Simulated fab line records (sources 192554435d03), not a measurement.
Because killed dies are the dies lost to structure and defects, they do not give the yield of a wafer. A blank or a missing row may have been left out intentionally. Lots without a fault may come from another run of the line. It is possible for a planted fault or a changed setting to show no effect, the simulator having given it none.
A lot that was struck, set against a sound lot || flow n5Finfet || 16 steps out of a route of 1938
Sound: wafers L242.1, L242.2, L242.4. Struck: wafer L233.2. (L233.1, L233.5 of the same lot were not struck and are left out.) The cause comes at the end.
For every step that has rows: the tool of each side, followed by ch and its chambers, followed by its first start. Under that, the readings that differ: sound wafers || struck wafers || difference of the means || sigmas: that difference in standard deviations of wafers without a fault.
alike: a reading whose means differ by less than 2 such deviations, as well as words and numbers matching on both sides. not compared: withheld readings; readings where some wafer has no value; bounds like >300 that might hide an equal value; numbers whose values overlap and for which the record gives no deviation.
Wherever a step has rows on one side only, a row that says differs or no value, or a row with sigmas, the two part there. Numbers that have no deviation but don't overlap get no sigmas and don't part them. Lack of a reading on every wafer of one side parts them only where that side has two or more wafers.

first, 7 steps without rows for these wafers: N5_HKMG_FIN_COAT_30 (time 60 s, resist thk 35 nm); N5_HKMG_FIN_COAT_06 (resist thk 90 nm); N5_HKMG_FIN_EBR_08; N5_HKMG_FIN_SOFTBAKE_07 (time 60 s); N5_HKMG_FIN_EXPOSE_09 (exposes mask NWFM); N5_HKMG_FIN_PEB_10 (peb time 60 s); N5_HKMG_FIN_DEVELOP_11 (develop time 30 s).
N5_HKMG_FIN_CD_MEAS_12 targets a cd of 92.8 nm.
  sound on cdSem-02 ch 0, day 7 16:06; struck on cdSem-02 ch 0, day 5 10:55
  alike: cdNm
N5_HKMG_FIN_OVL_MEAS_13:
  sound on overlay-02 ch 0, day 7 16:08; struck on overlay-01 ch 0, day 5 10:57
  alike: NWFM_OVL
N5_HKMG_FIN_INSPECT_14: inspects for defects (macro).
  sound: defectInspect-02 at day 7 16:09; struck: defectInspect-01 at day 5 10:58
  alike: rawDefectCount
N5_HKMG_FIN_DESCUM_17: chemistry O2, time 7.9 s.
  sound on rieDiel-06 ch 0,1,2, day 7 16:25; struck on rieDiel-03 ch 3, day 5 11:01
{"reading": "rfVppV (V)", "sound": "246.9 243.7 244.3", "struck": 241.0, "difference": -4.0, "sigmas": -2}
{"reading": "showerheadPlenumPTorr (Torr)", "sound": "2.19 2.18 2.15", "struck": 1.99, "difference": -0.18, "sigmas": -2}
  alike: drypumpMotorCurrentA, oesProductAu, throttleValvePct
  not compared: rfHoursCounterH
N5_HKMG_FIN_ETCH_31: etches SiARC in CF4, target depth 45.5 nm, time 75.8 s.
  sound on rieDiel-06 ch 0,1,2, day 7 16:27; struck on rieDiel-03 ch 3, day 5 11:02
{"reading": "rfVppV (V)", "sound": "185.0 185.0 185.6", "struck": 182.5, "difference": -2.7, "sigmas": -2}
{"reading": "showerheadPlenumPTorr (Torr)", "sound": "2.22 2.19 2.21", "struck": 2.03, "difference": -0.18, "sigmas": -2}
  alike: cf4FlowSccm, drypumpMotorCurrentA, etchRfOnTimeS, oesProductAu, throttleValvePct
  not compared: rfHoursCounterH
N5_HKMG_FIN_ETCH_32: etches SOC in N2/H2, target depth 240 nm, time 300 s.
  sound on rieDiel-06 ch 0,1,2, day 7 16:31; struck on rieDiel-03 ch 3, day 5 11:06
{"reading": "showerheadPlenumPTorr (Torr)", "sound": "2.63 2.63 2.64", "struck": 2.41, "difference": -0.22, "sigmas": -2}
{"reading": "model.etch.depthNm (nm)", "sound": "247.1 235.7 239.5", "struck": 199.7, "difference": -41.1, "sigmas": ""}
{"reading": "model.HKMG_FIN.featureDepthNm (nm)", "sound": "247 235.8 239.6", "struck": 199.8, "difference": -41.0, "sigmas": ""}
{"reading": "model.SiARC_of_HKMG_FIN_COAT_30.thkNm (nm)", "sound": "21.2 21.4 21", "struck": 23.4, "difference": "+2.2", "sigmas": ""}
  alike: drypumpMotorCurrentA, oesProductAu, rfVppV, throttleValvePct
  not compared: rfHoursCounterH
then, 1 step without rows for these wafers: N5_HKMG_FIN_STRIP_33 (strips in N2/H2).
-- record jumps: 5 days separate the struck wafers' starts on either side; left off in module HKMG_FIN, taken up again in module BEOL_M4, whose first shown step is the route's number 1111 --
N5_BEOL_M4_RC_MEAS_101:
  sound on prober-02 ch 0, day 13 12:16; struck on prober-02 ch 0, day 10 16:11
  alike: DIBL_N, DIBL_P, IOFF_N, IOFF_P, ION_N, ION_P, SS_N, SS_P, VT_N, VT_P
N5_PASSIVATION_PROBE_49:
  rows exist in the record for the sound wafers here (prober-02, day 18 00:31), none for the struck ones

WHERE THEY PART
At N5_HKMG_FIN_DESCUM_17 first; at N5_PASSIVATION_PROBE_49 last (within this record only).

WHY: the cause the simulator had injected
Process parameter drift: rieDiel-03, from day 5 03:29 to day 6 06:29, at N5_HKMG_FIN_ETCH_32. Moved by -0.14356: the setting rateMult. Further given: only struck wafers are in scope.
